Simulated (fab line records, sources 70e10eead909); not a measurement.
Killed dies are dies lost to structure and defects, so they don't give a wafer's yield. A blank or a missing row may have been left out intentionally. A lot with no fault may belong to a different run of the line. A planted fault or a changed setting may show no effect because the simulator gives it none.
Which tool did it? / flow nandHarc / 24 lots, 72 wafers sampled, at 5 steps of a route of 1302

WHAT THE GAUGES READ, wafer by wafer
NHARC_P_GATE_CD_MEAS_59 targets a cd of 720 nm. Usual: cdNm reads 719.9 nm (standard deviation 1.8).
lot=L074; measured=day 5 16:07; on=cdSem-01; cdNm (nm)=719.2 720.1 720.7; flag=
lot=L075; measured=day 6 01:56; on=cdSem-03; cdNm (nm)=718.3 721.7 721.6; flag=
lot=L076; measured=day 6 09:54; on=cdSem-01; cdNm (nm)=717.8 721.5 723.4; flag=
lot=L077; measured=day 6 18:26; on=cdSem-03; cdNm (nm)=716.0 717.7 717.9; flag=
lot=L079; measured=day 7 11:11; on=cdSem-03; cdNm (nm)=720.9 722.5 718.3; flag=
lot=L078; measured=day 7 11:29; on=cdSem-01; cdNm (nm)=721.3 720.9 721.8; flag=
lot=L080; measured=day 8 02:30; on=cdSem-02; cdNm (nm)=717.9 719.7 720.8; flag=
lot=L081; measured=day 8 15:05; on=cdSem-02; cdNm (nm)=717.9 718.5 717.9; flag=
lot=L082; measured=day 9 02:47; on=cdSem-01; cdNm (nm)=719.6 720.0 718.8; flag=
lot=L083; measured=day 9 06:21; on=cdSem-03; cdNm (nm)=717.8 721.2 721.0; flag=
lot=L084; measured=day 9 23:02; on=cdSem-02; cdNm (nm)=719.7 717.3 715.4; flag=
lot=L085; measured=day 10 10:23; on=cdSem-02; cdNm (nm)=723.4 717.7 722.8; flag=
lot=L086; measured=day 10 22:05; on=cdSem-02; cdNm (nm)=722.2 723.0 720.6; flag=
lot=L087; measured=day 11 02:35; on=cdSem-01; cdNm (nm)=715.4 717.4 718.4; flag=
lot=L088; measured=day 11 18:43; on=cdSem-02; cdNm (nm)=721.6 719.9 718.0; flag=
lot=L089; measured=day 11 19:34; on=cdSem-02; cdNm (nm)=720.5 718.6 721.6; flag=
lot=L090; measured=day 12 07:55; on=cdSem-01; cdNm (nm)=722.3 719.0 720.1; flag=
lot=L092; measured=day 12 22:23; on=cdSem-03; cdNm (nm)=719.4 718.9 717.7; flag=
lot=L091; measured=day 12 22:45; on=cdSem-02; cdNm (nm)=720.2 719.6 718.8; flag=
lot=L093; measured=day 13 14:02; on=cdSem-02; cdNm (nm)=720.1 722.5 721.5; flag=
lot=L094; measured=day 13 20:56; on=cdSem-01; cdNm (nm)=721.3 720.9 719.3; flag=
lot=L095; measured=day 14 12:25; on=cdSem-02; cdNm (nm)=718.0 717.0 718.9; flag=
lot=L096; measured=day 14 17:08; on=cdSem-01; cdNm (nm)=721.9 718.6 721.6; flag=
lot=L097; measured=day 15 11:29; on=cdSem-03; cdNm (nm)=723.0 722.2 720.0; flag=

TOOL THAT RAN EACH LOT (tool first, then ch and the chambers of the sampled wafers, then the start)
lot=L074; NHARC_P_GATE_HM_DEP_102=aclDep-01 ch 0, day 5 01:09; NHARC_P_GATE_DEP_103=pecvd-02 ch 0,1, day 5 01:43; NHARC_P_GATE_DESCUM_31=rieDiel-01 ch 0,1, day 5 02:34; NHARC_P_GATE_STRIP_75=plasmaAsher-01 ch 0,1, day 5 15:11
lot=L075; NHARC_P_GATE_HM_DEP_102=aclDep-01 ch 0, day 5 10:53; NHARC_P_GATE_DEP_103=pecvd-01 ch 0,1,2, day 5 11:37; NHARC_P_GATE_DESCUM_31=rieDiel-04 ch 1,3, day 5 12:26; NHARC_P_GATE_STRIP_75=plasmaAsher-02 ch 1, day 6 01:01
lot=L076; NHARC_P_GATE_HM_DEP_102=aclDep-01 ch 0, day 5 18:46; NHARC_P_GATE_DEP_103=pecvd-02 ch 0,1,2, day 5 19:29; NHARC_P_GATE_DESCUM_31=rieDiel-04 ch 0,1, day 5 20:20; NHARC_P_GATE_STRIP_75=plasmaAsher-01 ch 0,1, day 6 08:59
lot=L077; NHARC_P_GATE_HM_DEP_102=aclDep-02 ch 0, day 6 03:19; NHARC_P_GATE_DEP_103=pecvd-02 ch 0,1, day 6 04:02; NHARC_P_GATE_DESCUM_31=rieDiel-08 ch 0,1, day 6 04:51; NHARC_P_GATE_STRIP_75=plasmaAsher-01 ch 0,1, day 6 17:31
lot=L079; NHARC_P_GATE_HM_DEP_102=aclDep-02 ch 0, day 6 20:16; NHARC_P_GATE_DEP_103=pecvd-02 ch 0,1,2, day 6 21:08; NHARC_P_GATE_DESCUM_31=rieDiel-04 ch 2,3, day 6 21:53; NHARC_P_GATE_STRIP_75=plasmaAsher-01 ch 0,1, day 7 10:22
lot=L078; NHARC_P_GATE_HM_DEP_102=aclDep-03 ch 0, day 6 20:16; NHARC_P_GATE_DEP_103=pecvd-03 ch 0,1,2, day 6 21:20; NHARC_P_GATE_DESCUM_31=rieDiel-08 ch 1,2, day 6 22:03; NHARC_P_GATE_STRIP_75=plasmaAsher-02 ch 0,1, day 7 10:34
lot=L080; NHARC_P_GATE_HM_DEP_102=aclDep-01 ch 0, day 7 11:38; NHARC_P_GATE_DEP_103=pecvd-01 ch 1,2, day 7 12:18; NHARC_P_GATE_DESCUM_31=rieDiel-01 ch 2,3, day 7 13:10; NHARC_P_GATE_STRIP_75=plasmaAsher-02 ch 0,1, day 8 01:35
lot=L081; NHARC_P_GATE_HM_DEP_102=aclDep-03 ch 0, day 7 23:34; NHARC_P_GATE_DEP_103=pecvd-02 ch 0,1,2, day 8 00:14; NHARC_P_GATE_DESCUM_31=rieDiel-08 ch 1,2,3, day 8 01:05; NHARC_P_GATE_STRIP_75=plasmaAsher-02 ch 0,1, day 8 14:10
lot=L082; NHARC_P_GATE_HM_DEP_102=aclDep-03 ch 0, day 8 11:38; NHARC_P_GATE_DEP_103=pecvd-01 ch 1,2, day 8 12:11; NHARC_P_GATE_DESCUM_31=rieDiel-01 ch 0,1,2, day 8 13:18; NHARC_P_GATE_STRIP_75=plasmaAsher-01 ch 0,1, day 9 01:59
lot=L083; NHARC_P_GATE_HM_DEP_102=aclDep-02 ch 0, day 8 15:16; NHARC_P_GATE_DEP_103=pecvd-02 ch 1,2, day 8 15:56; NHARC_P_GATE_DESCUM_31=rieDiel-01 ch 1,2, day 8 16:49; NHARC_P_GATE_STRIP_75=plasmaAsher-02 ch 0,1, day 9 05:26
lot=L084; NHARC_P_GATE_HM_DEP_102=aclDep-02 ch 0, day 9 08:07; NHARC_P_GATE_DEP_103=pecvd-02 ch 0,1,2, day 9 08:48; NHARC_P_GATE_DESCUM_31=rieDiel-04 ch 0,3, day 9 09:31; NHARC_P_GATE_STRIP_75=plasmaAsher-01 ch 0,1, day 9 22:07
lot=L085; NHARC_P_GATE_HM_DEP_102=aclDep-02 ch 0, day 9 19:22; NHARC_P_GATE_DEP_103=pecvd-01 ch 0,1,2, day 9 20:02; NHARC_P_GATE_DESCUM_31=rieDiel-04 ch 0,2,3, day 9 20:47; NHARC_P_GATE_STRIP_75=plasmaAsher-01 ch 0,1, day 10 09:35
lot=L086; NHARC_P_GATE_HM_DEP_102=aclDep-01 ch 0, day 10 06:53; NHARC_P_GATE_DEP_103=pecvd-03 ch 0,1, day 10 07:32; NHARC_P_GATE_DESCUM_31=rieDiel-01 ch 0,1,3, day 10 08:31; NHARC_P_GATE_STRIP_75=plasmaAsher-02 ch 0,1, day 10 21:09
lot=L087; NHARC_P_GATE_HM_DEP_102=aclDep-03 ch 0, day 10 11:32; NHARC_P_GATE_DEP_103=pecvd-03 ch 0,1, day 10 12:05; NHARC_P_GATE_DESCUM_31=rieDiel-01 ch 0,1, day 10 12:57; NHARC_P_GATE_STRIP_75=plasmaAsher-02 ch 0,1, day 11 01:40
lot=L088; NHARC_P_GATE_HM_DEP_102=aclDep-01 ch 0, day 11 03:45; NHARC_P_GATE_DEP_103=pecvd-01 ch 1,2, day 11 04:25; NHARC_P_GATE_DESCUM_31=rieDiel-04 ch 0,2,3, day 11 05:17; NHARC_P_GATE_STRIP_75=plasmaAsher-01 ch 0,1, day 11 17:55
lot=L089; NHARC_P_GATE_HM_DEP_102=aclDep-01 ch 0, day 11 04:23; NHARC_P_GATE_DEP_103=pecvd-03 ch 0,2, day 11 05:04; NHARC_P_GATE_DESCUM_31=rieDiel-04 ch 0,2,3, day 11 06:02; NHARC_P_GATE_STRIP_75=plasmaAsher-01 ch 0,1, day 11 18:38
lot=L090; NHARC_P_GATE_HM_DEP_102=aclDep-03 ch 0, day 11 14:59; NHARC_P_GATE_DEP_103=pecvd-01 ch 0,1, day 11 15:41; NHARC_P_GATE_DESCUM_31=rieDiel-01 ch 1,3, day 11 16:25; NHARC_P_GATE_STRIP_75=plasmaAsher-01 ch 0,1, day 12 07:05
lot=L092; NHARC_P_GATE_HM_DEP_102=aclDep-02 ch 0, day 12 07:13; NHARC_P_GATE_DEP_103=pecvd-02 ch 0,1, day 12 07:52; NHARC_P_GATE_DESCUM_31=rieDiel-01 ch 0,1,3, day 12 08:44; NHARC_P_GATE_STRIP_75=plasmaAsher-01 ch 0,1, day 12 21:28
lot=L091; NHARC_P_GATE_HM_DEP_102=aclDep-01 ch 0, day 12 07:19; NHARC_P_GATE_DEP_103=pecvd-01 ch 1,2, day 12 07:52; NHARC_P_GATE_DESCUM_31=rieDiel-04 ch 0,1, day 12 08:53; NHARC_P_GATE_STRIP_75=plasmaAsher-02 ch 0,1, day 12 21:46
lot=L093; NHARC_P_GATE_HM_DEP_102=aclDep-02 ch 0, day 12 22:56; NHARC_P_GATE_DEP_103=pecvd-02 ch 1,2, day 12 23:37; NHARC_P_GATE_DESCUM_31=rieDiel-04 ch 1,2,3, day 13 00:20; NHARC_P_GATE_STRIP_75=plasmaAsher-01 ch 0,1, day 13 13:06
lot=L094; NHARC_P_GATE_HM_DEP_102=aclDep-02 ch 0, day 13 05:52; NHARC_P_GATE_DEP_103=pecvd-02 ch 0,1,2, day 13 06:35; NHARC_P_GATE_DESCUM_31=rieDiel-08 ch 0,3, day 13 07:24; NHARC_P_GATE_STRIP_75=plasmaAsher-01 ch 1, day 13 20:01
lot=L095; NHARC_P_GATE_HM_DEP_102=aclDep-02 ch 0, day 13 21:12; NHARC_P_GATE_DEP_103=pecvd-01 ch 0,2, day 13 21:52; NHARC_P_GATE_DESCUM_31=rieDiel-04 ch 0,1,3, day 13 22:46; NHARC_P_GATE_STRIP_75=plasmaAsher-02 ch 0,1, day 14 11:30
lot=L096; NHARC_P_GATE_HM_DEP_102=aclDep-03 ch 0, day 14 02:22; NHARC_P_GATE_DEP_103=pecvd-03 ch 0,1, day 14 02:58; NHARC_P_GATE_DESCUM_31=rieDiel-01 ch 1,2,3, day 14 03:43; NHARC_P_GATE_STRIP_75=plasmaAsher-02 ch 0,1, day 14 16:20
lot=L097; NHARC_P_GATE_HM_DEP_102=aclDep-03 ch 0, day 14 20:33; NHARC_P_GATE_DEP_103=pecvd-03 ch 0,1,2, day 14 21:03; NHARC_P_GATE_DESCUM_31=rieDiel-01 ch 0,1,3, day 14 21:56; NHARC_P_GATE_STRIP_75=plasmaAsher-02 ch 0,1, day 15 10:35
- NHARC_P_GATE_HM_DEP_102: deposits aC, target thk 120 nm.
- NHARC_P_GATE_DEP_103: deposits SiON, target thk 30 nm.
- NHARC_P_GATE_DESCUM_31: chemistry O2, time 3 s.
- NHARC_P_GATE_STRIP_75: strips in O2.

AS READ BY THE TOOLS THEMSELVES (means over the sampled wafers that have a number; for cases with no such wafer, the mark the record gives instead)
NHARC_P_GATE_HM_DEP_102. Usual: throttleValvePct reads 34.998 % (standard deviation 0.0085).
lot=L074; tool=aclDep-01; throttleValvePct (%)=34.999; flag=
lot=L075; tool=aclDep-01; throttleValvePct (%)=34.997; flag=
lot=L076; tool=aclDep-01; throttleValvePct (%)=34.994; flag=
lot=L077; tool=aclDep-02; throttleValvePct (%)=35.001; flag=
lot=L079; tool=aclDep-02; throttleValvePct (%)=34.998; flag=
lot=L078; tool=aclDep-03; throttleValvePct (%)=35.004; flag=
lot=L080; tool=aclDep-01; throttleValvePct (%)=34.991; flag=
lot=L081; tool=aclDep-03; throttleValvePct (%)=34.992; flag=
lot=L082; tool=aclDep-03; throttleValvePct (%)=35.002; flag=
lot=L083; tool=aclDep-02; throttleValvePct (%)=35.000; flag=
lot=L084; tool=aclDep-02; throttleValvePct (%)=34.994; flag=
lot=L085; tool=aclDep-02; throttleValvePct (%)=34.986; flag=
lot=L086; tool=aclDep-01; throttleValvePct (%)=35.002; flag=
lot=L087; tool=aclDep-03; throttleValvePct (%)=34.998; flag=
lot=L088; tool=aclDep-01; throttleValvePct (%)=35.002; flag=
lot=L089; tool=aclDep-01; throttleValvePct (%)=34.995; flag=
lot=L090; tool=aclDep-03; throttleValvePct (%)=35.004; flag=
lot=L092; tool=aclDep-02; throttleValvePct (%)=35.001; flag=
lot=L091; tool=aclDep-01; throttleValvePct (%)=35.004; flag=
lot=L093; tool=aclDep-02; throttleValvePct (%)=35.001; flag=
lot=L094; tool=aclDep-02; throttleValvePct (%)=35.000; flag=
lot=L095; tool=aclDep-02; throttleValvePct (%)=35.004; flag=
lot=L096; tool=aclDep-03; throttleValvePct (%)=35.003; flag=
lot=L097; tool=aclDep-03; throttleValvePct (%)=34.999; flag=

NHARC_P_GATE_DEP_103. Usual: heaterPowerW 743 W, standard deviation 110; rfFwdPowerW 348.5 W, standard deviation 1.4.
lot=L074; tool=pecvd-02; heaterPowerW (W)=797; rfFwdPowerW (W)=347.7; flag=
lot=L075; tool=pecvd-01; heaterPowerW (W)=760; rfFwdPowerW (W)=347.9; flag=
lot=L076; tool=pecvd-02; heaterPowerW (W)=705; rfFwdPowerW (W)=348.5; flag=
lot=L077; tool=pecvd-02; heaterPowerW (W)=752; rfFwdPowerW (W)=348.5; flag=
lot=L079; tool=pecvd-02; heaterPowerW (W)=681; rfFwdPowerW (W)=348.4; flag=
lot=L078; tool=pecvd-03; heaterPowerW (W)=698; rfFwdPowerW (W)=350.2; flag=
lot=L080; tool=pecvd-01; heaterPowerW (W)=686; rfFwdPowerW (W)=349.6; flag=
lot=L081; tool=pecvd-02; heaterPowerW (W)=734; rfFwdPowerW (W)=349.8; flag=
lot=L082; tool=pecvd-01; heaterPowerW (W)=672; rfFwdPowerW (W)=348.7; flag=
lot=L083; tool=pecvd-02; heaterPowerW (W)=738; rfFwdPowerW (W)=350.5; flag=
lot=L084; tool=pecvd-02; heaterPowerW (W)=680; rfFwdPowerW (W)=348.2; flag=
lot=L085; tool=pecvd-01; heaterPowerW (W)=760; rfFwdPowerW (W)=347.0; flag=
lot=L086; tool=pecvd-03; heaterPowerW (W)=770; rfFwdPowerW (W)=349.0; flag=
lot=L087; tool=pecvd-03; heaterPowerW (W)=708; rfFwdPowerW (W)=348.4; flag=
lot=L088; tool=pecvd-01; heaterPowerW (W)=735; rfFwdPowerW (W)=349.9; flag=
lot=L089; tool=pecvd-03; heaterPowerW (W)=818; rfFwdPowerW (W)=349.0; flag=
lot=L090; tool=pecvd-01; heaterPowerW (W)=838; rfFwdPowerW (W)=347.4; flag=
lot=L092; tool=pecvd-02; heaterPowerW (W)=763; rfFwdPowerW (W)=347.7; flag=
lot=L091; tool=pecvd-01; heaterPowerW (W)=692; rfFwdPowerW (W)=347.6; flag=
lot=L093; tool=pecvd-02; heaterPowerW (W)=835; rfFwdPowerW (W)=348.2; flag=
lot=L094; tool=pecvd-02; heaterPowerW (W)=708; rfFwdPowerW (W)=347.4; flag=
lot=L095; tool=pecvd-01; heaterPowerW (W)=772; rfFwdPowerW (W)=349.0; flag=
lot=L096; tool=pecvd-03; heaterPowerW (W)=784; rfFwdPowerW (W)=348.3; flag=
lot=L097; tool=pecvd-03; heaterPowerW (W)=786; rfFwdPowerW (W)=348.9; flag=

NHARC_P_GATE_DESCUM_31. Usual: drypumpMotorCurrentA 6.1 A, standard deviation 0.56; oesProductAu 0.998 a.u., standard deviation 0.011; rfVppV 57.8 V, standard deviation 0.93; showerheadPlenumPTorr 1.93 Torr, standard deviation 0.075; throttleValvePct 11.312 %, standard deviation 0.0092.
lot=L074; tool=rieDiel-01; drypumpMotorCurrentA (A)=5.6; oesProductAu (a.u.)=0.996; rfVppV (V)=58.3; showerheadPlenumPTorr (Torr)=1.97; throttleValvePct (%)=11.304; flag=
lot=L075; tool=rieDiel-04; drypumpMotorCurrentA (A)=5.8; oesProductAu (a.u.)=0.987; rfVppV (V)=58.3; showerheadPlenumPTorr (Torr)=1.90; throttleValvePct (%)=11.313; flag=
lot=L076; tool=rieDiel-04; drypumpMotorCurrentA (A)=6.7; oesProductAu (a.u.)=1.007; rfVppV (V)=57.4; showerheadPlenumPTorr (Torr)=1.94; throttleValvePct (%)=11.308; flag=
lot=L077; tool=rieDiel-08; drypumpMotorCurrentA (A)=5.7; oesProductAu (a.u.)=0.994; rfVppV (V)=57.5; showerheadPlenumPTorr (Torr)=1.90; throttleValvePct (%)=11.305; flag=
lot=L079; tool=rieDiel-04; drypumpMotorCurrentA (A)=6.3; oesProductAu (a.u.)=1.004; rfVppV (V)=57.2; showerheadPlenumPTorr (Torr)=1.87; throttleValvePct (%)=11.313; flag=
lot=L078; tool=rieDiel-08; drypumpMotorCurrentA (A)=5.5; oesProductAu (a.u.)=0.999; rfVppV (V)=58.6; showerheadPlenumPTorr (Torr)=1.95; throttleValvePct (%)=11.317; flag=
lot=L080; tool=rieDiel-01; drypumpMotorCurrentA (A)=6.0; oesProductAu (a.u.)=0.989; rfVppV (V)=57.9; showerheadPlenumPTorr (Torr)=1.96; throttleValvePct (%)=11.306; flag=
lot=L081; tool=rieDiel-08; drypumpMotorCurrentA (A)=5.9; oesProductAu (a.u.)=0.998; rfVppV (V)=58.7; showerheadPlenumPTorr (Torr)=1.94; throttleValvePct (%)=11.320; flag=
lot=L082; tool=rieDiel-01; drypumpMotorCurrentA (A)=6.0; oesProductAu (a.u.)=0.989; rfVppV (V)=57.7; showerheadPlenumPTorr (Torr)=1.92; throttleValvePct (%)=11.322; flag=
lot=L083; tool=rieDiel-01; drypumpMotorCurrentA (A)=5.9; oesProductAu (a.u.)=0.991; rfVppV (V)=58.7; showerheadPlenumPTorr (Torr)=2.00; throttleValvePct (%)=11.312; flag=
lot=L084; tool=rieDiel-04; drypumpMotorCurrentA (A)=6.1; oesProductAu (a.u.)=0.990; rfVppV (V)=58.1; showerheadPlenumPTorr (Torr)=1.97; throttleValvePct (%)=11.312; flag=
lot=L085; tool=rieDiel-04; drypumpMotorCurrentA (A)=6.2; oesProductAu (a.u.)=0.992; rfVppV (V)=58.2; showerheadPlenumPTorr (Torr)=1.92; throttleValvePct (%)=11.315; flag=
lot=L086; tool=rieDiel-01; drypumpMotorCurrentA (A)=5.6; oesProductAu (a.u.)=1.003; rfVppV (V)=57.0; showerheadPlenumPTorr (Torr)=1.94; throttleValvePct (%)=11.309; flag=
lot=L087; tool=rieDiel-01; drypumpMotorCurrentA (A)=5.7; oesProductAu (a.u.)=0.991; rfVppV (V)=58.0; showerheadPlenumPTorr (Torr)=1.89; throttleValvePct (%)=11.315; flag=
lot=L088; tool=rieDiel-04; drypumpMotorCurrentA (A)=6.2; oesProductAu (a.u.)=0.994; rfVppV (V)=57.7; showerheadPlenumPTorr (Torr)=1.92; throttleValvePct (%)=11.308; flag=
lot=L089; tool=rieDiel-04; drypumpMotorCurrentA (A)=6.2; oesProductAu (a.u.)=0.996; rfVppV (V)=57.9; showerheadPlenumPTorr (Torr)=1.92; throttleValvePct (%)=11.318; flag=
lot=L090; tool=rieDiel-01; drypumpMotorCurrentA (A)=5.5; oesProductAu (a.u.)=1.000; rfVppV (V)=57.4; showerheadPlenumPTorr (Torr)=2.00; throttleValvePct (%)=11.306; flag=
lot=L092; tool=rieDiel-01; drypumpMotorCurrentA (A)=5.6; oesProductAu (a.u.)=1.001; rfVppV (V)=57.7; showerheadPlenumPTorr (Torr)=1.94; throttleValvePct (%)=11.312; flag=
lot=L091; tool=rieDiel-04; drypumpMotorCurrentA (A)=6.6; oesProductAu (a.u.)=0.991; rfVppV (V)=58.0; showerheadPlenumPTorr (Torr)=1.97; throttleValvePct (%)=11.313; flag=
lot=L093; tool=rieDiel-04; drypumpMotorCurrentA (A)=6.3; oesProductAu (a.u.)=1.004; rfVppV (V)=57.2; showerheadPlenumPTorr (Torr)=1.89; throttleValvePct (%)=11.310; flag=
lot=L094; tool=rieDiel-08; drypumpMotorCurrentA (A)=6.5; oesProductAu (a.u.)=1.002; rfVppV (V)=57.5; showerheadPlenumPTorr (Torr)=1.86; throttleValvePct (%)=11.308; flag=
lot=L095; tool=rieDiel-04; drypumpMotorCurrentA (A)=6.2; oesProductAu (a.u.)=0.996; rfVppV (V)=57.1; showerheadPlenumPTorr (Torr)=1.93; throttleValvePct (%)=11.306; flag=
lot=L096; tool=rieDiel-01; drypumpMotorCurrentA (A)=5.9; oesProductAu (a.u.)=0.997; rfVppV (V)=58.2; showerheadPlenumPTorr (Torr)=1.98; throttleValvePct (%)=11.315; flag=
lot=L097; tool=rieDiel-01; drypumpMotorCurrentA (A)=5.6; oesProductAu (a.u.)=0.994; rfVppV (V)=58.4; showerheadPlenumPTorr (Torr)=1.94; throttleValvePct (%)=11.309; flag=

NHARC_P_GATE_STRIP_75. Usual: drypumpMotorCurrentA 5.7 A, standard deviation 0.39; heaterPowerW 363 W, standard deviation 25.
lot=L074; tool=plasmaAsher-01; drypumpMotorCurrentA (A)=5.7; heaterPowerW (W)=358; flag=
lot=L075; tool=plasmaAsher-02; drypumpMotorCurrentA (A)=5.9; heaterPowerW (W)=372; flag=
lot=L076; tool=plasmaAsher-01; drypumpMotorCurrentA (A)=5.7; heaterPowerW (W)=355; flag=
lot=L077; tool=plasmaAsher-01; drypumpMotorCurrentA (A)=5.4; heaterPowerW (W)=364; flag=
lot=L079; tool=plasmaAsher-01; drypumpMotorCurrentA (A)=5.4; heaterPowerW (W)=363; flag=
lot=L078; tool=plasmaAsher-02; drypumpMotorCurrentA (A)=6.0; heaterPowerW (W)=356; flag=
lot=L080; tool=plasmaAsher-02; drypumpMotorCurrentA (A)=6.0; heaterPowerW (W)=361; flag=
lot=L081; tool=plasmaAsher-02; drypumpMotorCurrentA (A)=5.9; heaterPowerW (W)=367; flag=
lot=L082; tool=plasmaAsher-01; drypumpMotorCurrentA (A)=5.4; heaterPowerW (W)=376; flag=
lot=L083; tool=plasmaAsher-02; drypumpMotorCurrentA (A)=5.9; heaterPowerW (W)=357; flag=
lot=L084; tool=plasmaAsher-01; drypumpMotorCurrentA (A)=5.7; heaterPowerW (W)=347; flag=
lot=L085; tool=plasmaAsher-01; drypumpMotorCurrentA (A)=5.4; heaterPowerW (W)=368; flag=
lot=L086; tool=plasmaAsher-02; drypumpMotorCurrentA (A)=5.9; heaterPowerW (W)=365; flag=
lot=L087; tool=plasmaAsher-02; drypumpMotorCurrentA (A)=5.9; heaterPowerW (W)=366; flag=
lot=L088; tool=plasmaAsher-01; drypumpMotorCurrentA (A)=5.7; heaterPowerW (W)=342; flag=
lot=L089; tool=plasmaAsher-01; drypumpMotorCurrentA (A)=5.4; heaterPowerW (W)=367; flag=
lot=L090; tool=plasmaAsher-01; drypumpMotorCurrentA (A)=5.4; heaterPowerW (W)=372; flag=
lot=L092; tool=plasmaAsher-01; drypumpMotorCurrentA (A)=5.7; heaterPowerW (W)=343; flag=
lot=L091; tool=plasmaAsher-02; drypumpMotorCurrentA (A)=6.0; heaterPowerW (W)=377; flag=
lot=L093; tool=plasmaAsher-01; drypumpMotorCurrentA (A)=5.4; heaterPowerW (W)=368; flag=
lot=L094; tool=plasmaAsher-01; drypumpMotorCurrentA (A)=5.1; heaterPowerW (W)=389; flag=
lot=L095; tool=plasmaAsher-02; drypumpMotorCurrentA (A)=6.0; heaterPowerW (W)=380; flag=
lot=L096; tool=plasmaAsher-02; drypumpMotorCurrentA (A)=5.9; heaterPowerW (W)=385; flag=
lot=L097; tool=plasmaAsher-02; drypumpMotorCurrentA (A)=6.0; heaterPowerW (W)=383; flag=

THE ANSWER, worked out from the rows above alone
Rule: lot off if the mean of its wafers having a number is beyond 3 standard deviations from the usual mean. Also off: a lot with no number at a reading for which 4 or more lots have one. The other lots that the step has rows for count as sound. After the gauges, taken in route order, come the tools' own readings; for these a lot's mean is taken, as printed above. The first step at which some lot is off is used, and at that step the reading that is off furthest; a lot without a number counts as furthest.
No lot is off on any of the readings shown, so nothing can be concluded from this.

WHAT THE SIMULATOR HAD INSERTED
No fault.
